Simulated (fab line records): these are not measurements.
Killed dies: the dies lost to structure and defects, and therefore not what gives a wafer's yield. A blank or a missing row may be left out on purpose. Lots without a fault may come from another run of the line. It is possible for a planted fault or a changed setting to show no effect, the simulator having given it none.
Which tool is to blame? :: flow nand harc :: 6 lots, 18 wafers sampled, at 3 steps of a route of 1159

WHAT THE GAUGES READ, wafer by wafer
NHARC_A_BLC_CD_MEAS_10: the cd target is 100 nm.
lot: L105
measured: day 17 22:57
on: cd sem-02
cd nm (nm): 100.1 99.4 99.7

lot: L109
measured: day 19 10:45
on: cd sem-03
cd nm (nm): 99.6 100.2 100.2

lot: L111
measured: day 19 16:00
on: cd sem-03
cd nm (nm): 100.9 100.5 100.8

lot: L118
measured: day 21 09:59
on: cd sem-01
cd nm (nm): 113.3 112.7 113.5

lot: L115
measured: day 21 14:25
on: cd sem-03
cd nm (nm): 111.9 112.0 111.5

lot: L121
measured: day 22 01:01
on: cd sem-03
cd nm (nm): 100.5 100.0 100.5

EACH LOT AND THE TOOL THAT RAN IT (in order: tool; ch and the chambers of the sampled wafers; start)
lot: L105
NHARC_A_CONTACT_ETCH_136: har cap etch-02 ch 0,1, day 17 18:52
NHARC_A_BLC_EXPOSE_07: arfi scanner-01 ch 0, day 17 22:49

lot: L109
NHARC_A_CONTACT_ETCH_136: har cap etch-03 ch 0, day 19 02:26
NHARC_A_BLC_EXPOSE_07: arfi scanner-03 ch 0, day 19 10:37

lot: L111
NHARC_A_CONTACT_ETCH_136: har cap etch-03 ch 0,1, day 19 11:52
NHARC_A_BLC_EXPOSE_07: arfi scanner-02 ch 0, day 19 15:52

lot: L118
NHARC_A_CONTACT_ETCH_136: har cap etch-01 ch 0,1, day 21 01:23
NHARC_A_BLC_EXPOSE_07: arfi scanner-01 ch 0, day 21 09:50

lot: L115
NHARC_A_CONTACT_ETCH_136: har cap etch-03 ch 0,1, day 21 09:47
NHARC_A_BLC_EXPOSE_07: arfi scanner-01 ch 0, day 21 14:17

lot: L121
NHARC_A_CONTACT_ETCH_136: har cap etch-02 ch 0, day 21 18:23
NHARC_A_BLC_EXPOSE_07: arfi scanner-03 ch 0, day 22 00:53
- NHARC_A_CONTACT_ETCH_136: etches the open film in C4F8/O2/Ar, time 132 s, target depth 1287 nm.
- NHARC_A_BLC_EXPOSE_07: exposes mask A BLC, target cd 100 nm.

THE ANSWER, worked out from the rows above alone
Rule: what is usual is taken from the lots themselves. Put in order of their means at a reading, lots are off if they are a third of the lots or fewer, leave a main group of 4 or more, and stand apart from it by a gap of 3 or more times the standard deviation of the main group's means; of several such gaps the widest counts. Not used: any main group whose means are identical at the precision the tables above print for the reading. A lot without any number at a reading at which 4 lots or more have one is off too. The other lots that the step has rows for count as sound.
Off: L118, L115 (NHARC_A_BLC_CD_MEAS_10, cd nm). Mean 100.2 nm and standard deviation 0.37 in the main group.
A tool fits if, at a process step before that reading, it ran every lot that is off, and no sound lot after the first of them. Those tools and the gauges at NHARC_A_BLC_CD_MEAS_10 are tried in the same way. One candidate fits, namely arfi scanner-01 at NHARC_A_BLC_EXPOSE_07. A fault onset in the window from L105 (day 17 22:49, its last sound lot) to L118 (day 21 09:50, its first lot off) fits.

WHAT THE SIMULATOR PUT IN
Process parameters drifting: arfi scanner-01 at NHARC_A_BLC_EXPOSE_07, beginning at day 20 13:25. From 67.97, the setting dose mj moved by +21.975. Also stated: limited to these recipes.
Struck lots among those shown: L118, L115. Same finding as the rule above.
